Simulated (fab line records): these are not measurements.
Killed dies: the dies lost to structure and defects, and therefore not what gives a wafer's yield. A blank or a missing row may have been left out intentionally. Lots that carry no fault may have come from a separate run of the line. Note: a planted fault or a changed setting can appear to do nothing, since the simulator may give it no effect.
Which tool is to blame? ; flow n5-finfet ; Sampling: 24 lots, 72 wafers, 3 of 1938 route steps

WHAT EACH GAUGE READ, for each wafer
N5_BEOL_M9_THK_MEAS_01.
lot;measured;on;M9_ILD_THK (nm)
L074;day 8 22:20;film-metro-02;269 271 270
L075;day 9 18:31;film-metro-02;264 267 269
L077;day 9 23:01;film-metro-01;266 265 270
L076;day 10 01:35;film-metro-02;267 267 269
L078;day 10 11:38;film-metro-02;270 268 271
L080;day 10 19:18;film-metro-02;266 270 267
L079;day 10 21:55;film-metro-02;265 265 268
L081;day 11 00:01;film-metro-02;266 263 270
L082;day 11 13:29;film-metro-01;274 268 274
L083;day 11 16:55;film-metro-01;270 267 270
L084;day 11 17:44;film-metro-02;271 270 278
L085;day 11 22:27;film-metro-01;271 270 271
L086;day 12 23:49;film-metro-01;264 266 270
L087;day 13 00:40;film-metro-02;265 272 273
L089;day 13 09:34;film-metro-01;269 268 268
L088;day 13 09:09;film-metro-01;268 273 274
L090;day 13 15:29;film-metro-02;268 272 274
L092;day 13 23:13;film-metro-01;266 272 266
L094;day 14 00:43;film-metro-01;268 271 276
L093;day 14 07:49;film-metro-02;269 273 273
L091;day 14 11:23;film-metro-02;265 270 272
L095;day 15 03:32;film-metro-02;263 268 270
L096;day 15 11:11;film-metro-01;261 264 268
L097;day 15 21:11;film-metro-02;272 271 274

EACH LOT AND THE TOOL THAT RAN IT (in order: tool; ch and the chambers of the sampled wafers; start)
lot;N5_BEOL_M8_SURFACE_TREAT_79;N5_BEOL_M9_CURE_71
L074;pvd-sputter-02, day 8 20:29;uv-cure-03 ch 1, day 8 22:03
L075;pvd-sputter-03, day 9 15:23;uv-cure-02 ch 1, day 9 18:04
L077;pvd-sputter-01, day 9 21:10;uv-cure-01 ch 0, day 9 22:35
L076;pvd-sputter-03, day 9 23:05;uv-cure-03 ch 1, day 10 00:36
L078;pvd-sputter-02, day 10 09:51;uv-cure-02 ch 0, day 10 11:08
L080;pvd-sputter-02, day 10 17:28;uv-cure-02 ch 1, day 10 18:47
L079;pvd-sputter-01, day 10 18:17;uv-cure-03 ch 2, day 10 21:28
L081;pvd-sputter-02, day 10 22:06;uv-cure-03 ch 0, day 10 23:35
L082;pvd-sputter-02, day 11 11:39;uv-cure-01 ch 0, day 11 12:59
L083;pvd-sputter-02, day 11 15:07;uv-cure-03 ch 1, day 11 16:25
L084;pvd-sputter-03, day 11 15:55;uv-cure-01 ch 2, day 11 17:13
L085;pvd-sputter-03, day 11 20:26;uv-cure-02 ch 0, day 11 22:01
L086;pvd-sputter-03, day 12 21:49;uv-cure-02 ch 1, day 12 23:18
L087;pvd-sputter-03, day 12 22:19;uv-cure-03 ch 1, day 12 23:59
L089;pvd-sputter-03, day 13 07:03;uv-cure-03 ch 0, day 13 09:04
L088;pvd-sputter-03, day 13 07:15;uv-cure-01 ch 2, day 13 08:48
L090;pvd-sputter-03, day 13 13:25;uv-cure-01 ch 0, day 13 15:08
L092;pvd-sputter-02, day 13 21:07;uv-cure-02 ch 0, day 13 22:42
L094;pvd-sputter-01, day 13 22:41;uv-cure-02 ch 0, day 14 00:13
L093;pvd-sputter-02, day 14 05:51;uv-cure-01 ch 0, day 14 07:23
L091;pvd-sputter-02, day 14 09:14;uv-cure-01 ch 2, day 14 10:52
L095;pvd-sputter-02, day 15 01:37;uv-cure-01 ch 2, day 15 03:02
L096;pvd-sputter-02, day 15 08:43;uv-cure-01 ch 1, day 15 10:41
L097;pvd-sputter-02, day 15 19:19;uv-cure-01 ch 0, day 15 20:40
- N5_BEOL_M8_SURFACE_TREAT_79
- N5_BEOL_M9_CURE_71: cures SiCOH lowk, time 240 s.

AS READ BY THE TOOLS THEMSELVES (means over the sampled wafers that have a number; for cases with no such wafer, the mark the record gives instead)
N5_BEOL_M9_CURE_71.
lot;tool;lamp-power-pct (%);wafer_temp_C_max
L074;uv-cure-03;52.30;387.0
L075;uv-cure-02;52.35;386.4
L077;uv-cure-01;52.34;386.6
L076;uv-cure-03;52.28;386.8
L078;uv-cure-02;52.24;386.0
L080;uv-cure-02;52.35;386.4
L079;uv-cure-03;52.31;387.2
L081;uv-cure-03;52.33;386.0
L082;uv-cure-01;52.31;386.6
L083;uv-cure-03;52.26;387.3
L084;uv-cure-01;52.35;387.8
L085;uv-cure-02;52.29;386.5
L086;uv-cure-02;52.39;386.5
L087;uv-cure-03;52.19;386.8
L089;uv-cure-03;52.34;386.0
L088;uv-cure-01;52.27;387.2
L090;uv-cure-01;52.38;386.5
L092;uv-cure-02;52.29;386.3
L094;uv-cure-02;52.29;386.4
L093;uv-cure-01;52.32;386.8
L091;uv-cure-01;52.31;387.4
L095;uv-cure-01;52.30;387.1
L096;uv-cure-01;52.29;386.4
L097;uv-cure-01;52.24;386.6

THE ANSWER, worked out from the rows above alone
Rule: usual is defined by the lots themselves. Put in order of their means at a reading, lots are off if they are a third of the lots or fewer, leave a main group of 4 or more, and stand apart from it by a gap of 3 or more times the standard deviation of the main group's means; of several such gaps the widest counts. A main group whose means are all the same, to the digits that the tables above print for the reading, isn't used. A lot without any number at a reading at which 4 lots or more have one is off too. The other lots that the step has rows for count as sound. After the gauges, taken in route order, come the tools' own readings; for these a lot's mean is taken, as printed above. At the first step where some lot is off, the reading lying furthest off is the one used; lots without a number count as furthest.
No lot is off on any of the readings shown, so nothing can be concluded from this.

WHAT THE SIMULATOR PUT IN
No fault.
